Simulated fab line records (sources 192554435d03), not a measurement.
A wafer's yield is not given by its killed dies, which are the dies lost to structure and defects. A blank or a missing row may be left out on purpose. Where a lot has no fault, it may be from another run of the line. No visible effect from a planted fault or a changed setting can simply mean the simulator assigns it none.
A lot that was struck, set against a sound lot	flow n5Finfet	32 steps out of a route of 1938
Sound: these wafers, L460.1, L460.3, L460.4. Wafers struck: L473.1, L473.4, L473.6. The cause is named last.
Per side, at each step with rows, come the tool, then ch with its chambers, and then its first start. Under that, the readings that differ: sound wafers	struck wafers	difference of the means	sigmas: that difference in standard deviations of wafers without a fault.
alike: readings whose means differ by less than 2 such deviations, and words and numbers that are the same on both sides. not compared: withheld readings, readings that some wafer has no value for, bounds like >300 that may hide the same value, and numbers for which the record gives no deviation and whose values overlap.
The two part at a step that has a row with sigmas, a row that says differs or no value, or rows on one side only. Non-overlapping numbers with no deviation appear without sigmas and do not part them. A reading that every wafer of one side lacks parts them only if that side has two wafers or more.

first, 3 steps without rows for these wafers: N5_DUMMY_REMOVAL_STRIP_10 (strips in N2/H2, time 40 s); N5_DUMMY_REMOVAL_PRECLEAN_07 (cleans in dHF, time 30 s); N5_DUMMY_REMOVAL_DUMMY_REMOVE_02 (chemistry TMAH, target poly-Si, stops on SiO2, target depth 142 nm, time 57 s, rinse time 30 s).
N5_DUMMY_REMOVAL_INSPECT_06: inspects for defects (brightfield).
  sound on defectInspect-01 at day 5 19:11; struck on defectInspect-02 at day 8 23:31
reading	sound	struck	difference	sigmas
rawDefectCount	3 7 8	28 27 32	+23	+3
then, 6 steps without rows for these wafers: N5_DUMMY_REMOVAL_PRECLEAN_08 (cleans in NF3:NH3, afs cycles 2, time 20 s, sublimation time 60 s); N5_DUMMY_REMOVAL_PRECLEAN_04 (cleans in DHF, time 37 s); N5_DUMMY_REMOVAL_SRD_05 (time 30 s); N5_HKMG_FIN_IL_REGROW_00 (material SiO2, chemistry O3, target thk 0.75 nm, time 30 s); N5_HKMG_FIN_HK_ALD_01 (deposits HfO2, target thk 1.6 nm, pulse time 3 s, purge time 3 s); N5_HKMG_FIN_HK_ANNEAL_02 (time 30 s).
N5_HKMG_FIN_ALD_74: deposits La2O3, target thk 0.5 nm, pulse time 6 s, co reactant pulse time 1 s.
  sound on aldHk-01 ch 1,2,3, day 5 20:06; struck on aldHk-03 ch 2,3, day 9 00:17
  alike: heaterPowerW, precursorPulseHeightRel
N5_HKMG_FIN_ALD_75: deposits Al2O3, target thk 1 nm, co reactant pulse time 1 s.
  sound on aldHk-01 ch 1,2,3, day 5 20:11; struck on aldHk-03 ch 2,3, day 9 00:22
  alike: heaterPowerW, precursorPulseHeightRel
N5_HKMG_FIN_COAT_41: time 60 s, resist thk 300 nm.
  sound on lithoTrack-04 ch 0, day 5 20:17; struck on lithoTrack-01 ch 0, day 9 00:28
reading	sound	struck	difference	sigmas
spinSpeedRpm (rpm)	1498.6 1499.0 1500.0	1742.8 1742.8 1743.9	+244.0	+99 or more
model.SOC_of_HKMG_FIN_COAT_41.thkNm (nm)	300.4 301.2 302	279.4 278.2 278.8	-22.4	
then, 7 steps without rows for these wafers: N5_HKMG_FIN_COAT_42 (time 60 s, resist thk 35 nm); N5_HKMG_FIN_COAT_43 (resist thk 90 nm); N5_HKMG_FIN_EBR_45; N5_HKMG_FIN_SOFTBAKE_44 (time 60 s); N5_HKMG_FIN_EXPOSE_46 (exposes mask NDIPOLE); N5_HKMG_FIN_PEB_47 (peb time 60 s); N5_HKMG_FIN_DEVELOP_48 (develop time 30 s).
N5_HKMG_FIN_CD_MEAS_49: target cd 202 nm.
  sound on cdSem-03 ch 0, day 5 20:38; struck on cdSem-02 ch 0, day 9 03:59
  alike: cdNm
N5_HKMG_FIN_OVL_MEAS_50:
  sound on overlay-02 ch 0, day 5 20:40; struck on overlay-02 ch 0, day 9 04:01
  alike: NDIPOLE_OVL
N5_HKMG_FIN_INSPECT_61: inspects for defects (macro).
  sound on defectInspect-01 at day 5 20:42; struck on defectInspect-02 at day 9 04:02
  alike: rawDefectCount
then, 1 step without rows for these wafers: N5_HKMG_FIN_DESCUM_53 (chemistry O2, time 7.9 s).
N5_HKMG_FIN_ETCH_54: etches SiARC in CF4, target depth 45.5 nm, time 75.8 s.
  sound on rieDiel-06 ch 0,2, day 5 20:54; struck on rieDiel-05 ch 0,2,3, day 9 04:06
  alike: drypumpMotorCurrentA, etchRfOnTimeS, oesProductAu, rfVppV, showerheadPlenumPTorr, throttleValvePct
  not compared: rfHoursCounterH
N5_HKMG_FIN_ETCH_55: etches SOC in N2/H2, target depth 240 nm, time 300 s.
  sound on rieDiel-06 ch 0,2, day 5 20:58; struck on rieDiel-05 ch 0,2,3, day 9 04:10
  alike: drypumpMotorCurrentA, oesProductAu, rfVppV, showerheadPlenumPTorr, throttleValvePct
  not compared: rfHoursCounterH
then, 2 steps without rows for these wafers: N5_HKMG_FIN_STRIP_56 (strips in N2/H2); N5_HKMG_FIN_STRIP_57 (strips in CF4).
N5_HKMG_FIN_ETCH_58: etches SOC in N2/H2, target depth 215.8 nm, time 741 s.
  sound on rieDiel-06 ch 0,2, day 5 21:10; struck on rieDiel-05 ch 0,2,3, day 9 04:22
  alike: drypumpMotorCurrentA, oesProductAu, rfVppV, showerheadPlenumPTorr, throttleValvePct
  not compared: rfHoursCounterH
N5_HKMG_FIN_STRIP_93: strips SOC in N2/H2, time 20 s.
  sound on rieDiel-06 ch 0,2, day 5 21:35; struck on rieDiel-05 ch 0,2,3, day 9 04:47
reading	sound	struck	difference	sigmas
model.SOC_of_HKMG_FIN_COAT_41.thkNm (nm)	77.2 73.2 78	63.2 56.2 54.4	-18.2	
  alike: drypumpMotorCurrentA, oesProductAu, rfVppV, showerheadPlenumPTorr, throttleValvePct
  not compared: rfHoursCounterH
then, 1 step without rows for these wafers: N5_HKMG_FIN_WET_ETCH_76 (etches Al2O3 in dNH4OH, stops on La2O3, target depth 2.25 nm, rinse time 30 s).
-- the record jumps here: 10 days lie between the struck wafers' starts before and after (it left off in module HKMG_FIN and takes up again in module PASSIVATION, whose first step shown is number 1936 of the route) --
N5_PASSIVATION_PROBE_49:
  only the struck wafers here have rows in the record (prober-01, day 19 06:37); the sound ones have none

== WHERE THEY PART ==
Last at N5_PASSIVATION_PROBE_49 as far as this record goes, first at N5_DUMMY_REMOVAL_INSPECT_06.

WHY: the cause the simulator had injected
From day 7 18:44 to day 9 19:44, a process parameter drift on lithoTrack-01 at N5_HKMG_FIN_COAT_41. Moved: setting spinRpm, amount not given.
